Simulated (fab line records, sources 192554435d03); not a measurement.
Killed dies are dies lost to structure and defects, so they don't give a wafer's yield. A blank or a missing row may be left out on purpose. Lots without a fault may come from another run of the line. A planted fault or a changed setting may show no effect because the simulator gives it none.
Split-lot experiment | flow n5_finfet | 7 lots, 39 wafers read, on a route of 1938 steps

THE SPLIT
At N5_SD_EPI_N_EPI_21 (deposits Si:P, time 690 s), the setting epi_growth_time_s was moved away from the recipe's 690 s on 12 of the 39 wafers read, by -10.7% to +10.2%. The other wafers ran this setting at the recipe's value.

FROM THE SPLIT TO THE READING: what the file shows between them, 6 steps
- N5_SD_EPI_N_EPI_MEAS_23
- N5_SD_EPI_N_PRECLEAN_24: cleans in O3/DIW, time 60 s
- N5_SD_EPI_N_LINER_46: material SiNx, target thk 3 nm (also split here: target_thk_a)
- N5_SD_EPI_P_COAT_34: time 60 s, resist thk 350 nm
- N5_SD_ACTIVATION_RTA_00: time 0 s
- N5_SD_ACTIVATION_LSA_01: time 0.0008 s

THE READING
RS_SD_N, in ohm/sq, at N5_SD_ACTIVATION_RS_MEAS_03 (measures by four-point-probe). Fault-free wafers of this fab line usually give 21.86 ohm/sq, standard deviation 0.3 ohm/sq.

wafer  | tool, chamber at the split | epi_growth_time_s as run, s | against the recipe | RS_SD_N, ohm/sq | against lot-mates on the recipe
L076.1 | epi_rpcvd-01, 0            | 690                         | recipe             | 21.51           | -
L076.2 | epi_rpcvd-01, 0            | 690                         | recipe             | 21.26           | -
L076.3 | epi_rpcvd-01, 0            | 690                         | recipe             | 21.62           | -
L076.4 | epi_rpcvd-01, 0            | 690                         | recipe             | 21.53           | -
L076.5 | epi_rpcvd-01, 0            | 690                         | recipe             | 21.54           | -
L076.6 | epi_rpcvd-01, 0            | 690                         | recipe             | 21.42           | -
L081.1 | epi_rpcvd-04, 0            | 629.6                       | -8.8%              | 22.93           | +1.41
L081.2 | epi_rpcvd-04, 0            | 690                         | recipe             | 21.50           | -
L081.3 | epi_rpcvd-04, 0            | 629.6                       | -8.8%              | 22.85           | +1.33
L081.4 | epi_rpcvd-04, 0            | 690                         | recipe             | 21.45           | -
L081.5 | epi_rpcvd-04, 0            | 690                         | recipe             | 21.62           | -
L081.6 | epi_rpcvd-04, 0            | 629.6                       | -8.8%              | 22.98           | +1.46
L085.1 | epi_rpcvd-03, 0            | 616.3                       | -10.7%             | 23.45           | +1.63
L085.2 | epi_rpcvd-03, 0            | 690                         | recipe             | 21.78           | -
L085.3 | epi_rpcvd-03, 0            | 690                         | recipe             | 21.69           | -
L085.4 | epi_rpcvd-03, 0            | 690                         | recipe             | 21.98           | -
L085.5 | epi_rpcvd-03, 0            | 616.3                       | -10.7%             | 23.66           | +1.84
L085.6 | epi_rpcvd-03, 0            | 616.3                       | -10.7%             | 23.56           | +1.74
L086.1 | epi_rpcvd-04, 0            | 690                         | recipe             | 22.27           | -
L086.2 | epi_rpcvd-04, 0            | 690                         | recipe             | 22.08           | -
L086.3 | epi_rpcvd-04, 0            | 690                         | recipe             | 22.64           | -
L086.4 | epi_rpcvd-04, 0            | 690                         | recipe             | 22.01           | -
L086.5 | epi_rpcvd-04, 0            | 690                         | recipe             | 22.11           | -
L086.6 | epi_rpcvd-04, 0            | 690                         | recipe             | 22.36           | -
L088.1 | epi_rpcvd-01, 0            | 690                         | recipe             | 21.91           | -
L088.5 | epi_rpcvd-01, 0            | 690                         | recipe             | 22.09           | -
L088.6 | epi_rpcvd-01, 0            | 690                         | recipe             | 22.12           | -
L089.1 | epi_rpcvd-01, 0            | 690                         | recipe             | 22.21           | -
L089.2 | epi_rpcvd-01, 0            | 634.8                       | -8.0%              | 22.70           | +0.58
L089.3 | epi_rpcvd-01, 0            | 690                         | recipe             | 22.03           | -
L089.4 | epi_rpcvd-01, 0            | 634.8                       | -8.0%              | 23.36           | +1.24
L089.5 | epi_rpcvd-01, 0            | 690                         | recipe             | 22.13           | -
L089.6 | epi_rpcvd-01, 0            | 634.8                       | -8.0%              | 23.31           | +1.19
L096.1 | epi_rpcvd-04, 0            | 690                         | recipe             | 21.81           | -
L096.2 | epi_rpcvd-04, 0            | 690                         | recipe             | 21.96           | -
L096.3 | epi_rpcvd-04, 0            | 690                         | recipe             | 21.74           | -
L096.4 | epi_rpcvd-04, 0            | 760.4                       | +10.2%             | 20.62           | -1.22
L096.5 | epi_rpcvd-04, 0            | 760.4                       | +10.2%             | 20.61           | -1.23
L096.6 | epi_rpcvd-04, 0            | 760.4                       | +10.2%             | 20.66           | -1.18

THE FIT
A straight line over all 39 wafers: RS_SD_N changes by -0.138 ohm/sq for each +1% of epi_growth_time_s; r = -0.92; the points scatter about the line by 0.31 ohm/sq.
The same after taking each lot's own level away (the mean of its wafers on the recipe; 39 wafers): -0.141 ohm/sq for each +1%; r = -0.97; scatter 0.18 ohm/sq.
On that fit, the largest move of epi_growth_time_s shifts the reading by 1.5 ohm/sq.
The lots' own levels span 21.480 to 22.245 ohm/sq, that is 2.6 times the standard deviation above.
So the lot-to-lot level changes the slope little: the two slopes agree.
Check: with one of the wafers moved furthest among these (-10.7%) left out of the fit, the line predicts +1.53 ohm/sq for it against its lot-mates. It came out at +1.63 ohm/sq against them.

OTHER SPLITS ON THESE WAFERS
These wafers also went through other splits before the reading. Each is held against what the fit with the lots' levels taken away leaves over:
other split on the same wafers    | wafers away from the commonest value | r with RS_SD_N (lot level and that fit taken away)
N5_DUMMY_GATE_ETCH_37 source_w    | 12                                   | -0.25
N5_DUMMY_GATE_ETCH_42 bias_w      | 12                                   | -0.20
N5_SD_EPI_N_LINER_46 target_thk_a | 9                                    | +0.35

THE WHOLE CHAIN: every reading that the file lists as answering this split, in the file's order
step                        | what it does                 | reading                                                                         | change (the file's fit)               | r (the file's)
N5_SD_EPI_N_EPI_21          | deposits Si:P, time 690 s    | Si-P_of_SD_EPI_N_EPI_21.thk_nm (the simulator's own value, which no gauge read) | +0.405 nm for each +1% of the setting | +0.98
N5_SD_EPI_N_EPI_MEAS_23     |                              | thk_nm                                                                          | withheld for each +1% of the setting  | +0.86
N5_SD_EPI_N_PRECLEAN_24     | cleans in O3/DIW, time 60 s  | Si-P_of_SD_EPI_N_EPI_21.thk_nm (the simulator's own value, which no gauge read) | +0.401 nm for each +1% of the setting | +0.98
N5_SD_ACTIVATION_RS_MEAS_03 | measures by four-point-probe | RS_SD_N                                                                         | -0.143 for each +1% of the setting    | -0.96

THE FILE'S OWN FIT
RS_SD_N changes by -0.143 ohm/sq for each +1% of epi_growth_time_s, r = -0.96.
